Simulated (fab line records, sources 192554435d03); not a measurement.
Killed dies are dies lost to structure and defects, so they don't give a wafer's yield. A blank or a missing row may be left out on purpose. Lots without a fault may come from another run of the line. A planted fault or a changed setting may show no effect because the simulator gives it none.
Chamber matching | flow n5_finfet | N5_BEOL_M13_ETCH_59 on rie_diel-05: 4 sister chambers
The step etches BARC in N2/H2, target depth 89 nm, overetch 26.7 nm, time 67.9 s. 22 wafers are shown with their chamber, then 11 later ones without.

WAFERS WITH THEIR CHAMBER
wafer  | chamber | drypump_motor_current_A (A) | showerhead_plenum_p_Torr (Torr) | throttle_valve_pct (%)
L074.2 | 1       | 5.4                         | 2.59                            | 17.69
L074.5 | 0       | 5.8                         | 2.50                            | 17.81
L074.6 | 3       | 6.4                         | 2.52                            | 18.18
L077.1 | 1       | 5.4                         | 2.58                            | 17.70
L077.2 | 0       | 5.8                         | 2.50                            | 17.84
L077.5 | 0       | 5.8                         | 2.50                            | 17.84
L076.1 | 3       | 6.4                         | 2.52                            | 18.19
L076.2 | 0       | 5.8                         | 2.50                            | 17.83
L076.4 | 1       | 5.4                         | 2.58                            | 17.71
L081.1 | 0       | 5.8                         | 2.50                            | 17.84
L081.3 | 2       | 6.2                         | 2.48                            | 17.80
L081.6 | 0       | 5.8                         | 2.49                            | 17.84
L082.1 | 2       | 6.2                         | 2.48                            | 17.80
L082.3 | 1       | 5.4                         | 2.58                            | 17.74
L082.4 | 2       | 6.2                         | 2.48                            | 17.81
L080.3 | 1       | 5.3                         | 2.58                            | 17.74
L080.5 | 1       | 5.3                         | 2.58                            | 17.72
L080.6 | 3       | 6.4                         | 2.52                            | 18.20
L084.1 | 3       | 6.4                         | 2.52                            | 18.20
L084.2 | 1       | 5.4                         | 2.57                            | 17.72
L084.4 | 3       | 6.3                         | 2.52                            | 18.21
L085.2 | 1       | 5.4                         | 2.57                            | 17.76

SIGNATURES (means of the wafers above)
reading                  | chamber 0 | chamber 1 | chamber 2 | chamber 3 | scatter within a chamber
drypump_motor_current_A  | 5.800     | 5.375     | 6.200     | 6.380     | 0.0357
showerhead_plenum_p_Torr | 2.4983    | 2.5787    | 2.4800    | 2.5200    | 0.00454
throttle_valve_pct       | 17.8333   | 17.7225   | 17.8033   | 18.1960   | 0.0168
Rule: a wafer's distance from a chamber is the root of the sum, over the readings, of the square of ((its reading less the chamber's mean) divided by the reading's scatter). The wafer belongs to the nearest chamber; if the next one is less than 2 further off, it can't be placed. The scatter: the root of (the sum of the squares of (reading less its chamber's mean) over the shown wafers, divided by (wafers less chambers)).

WAFERS WITHOUT THEIR CHAMBER
wafer  | drypump_motor_current_A (A) | showerhead_plenum_p_Torr (Torr) | throttle_valve_pct (%)
L085.3 | 6.3                         | 2.51                            | 18.25
L085.6 | 6.3                         | 2.51                            | 18.24
L087.2 | 6.4                         | 2.51                            | 18.24
L087.3 | 6.2                         | 2.47                            | 17.84
L087.5 | 5.3                         | 2.57                            | 17.75
L091.1 | 6.2                         | 2.47                            | 17.86
L091.4 | 5.8                         | 2.49                            | 17.48
L091.6 | 5.8                         | 2.49                            | 17.47
L096.1 | 5.8                         | 2.48                            | 17.48
L096.2 | 5.3                         | 2.56                            | 17.78
L096.3 | 6.4                         | 2.50                            | 18.27

WHICH CHAMBER EACH WENT THROUGH
wafer  | from the rows above     | in truth
L085.3 | 3                       | 3
L085.6 | 3                       | 3
L087.2 | 3                       | 3
L087.3 | 2                       | 2
L087.5 | 1                       | 1
L091.1 | 2                       | 2
L091.4 | can't be placed: 0 or 2 | 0
L091.6 | can't be placed: 0 or 2 | 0
L096.1 | can't be placed: 0 or 2 | 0
L096.2 | 1                       | 1
L096.3 | 3                       | 3
Placed correctly: 8 of 11. Can't be placed from these rows: 3 (the true chamber is among the candidates in 3). Placed wrongly: 0.
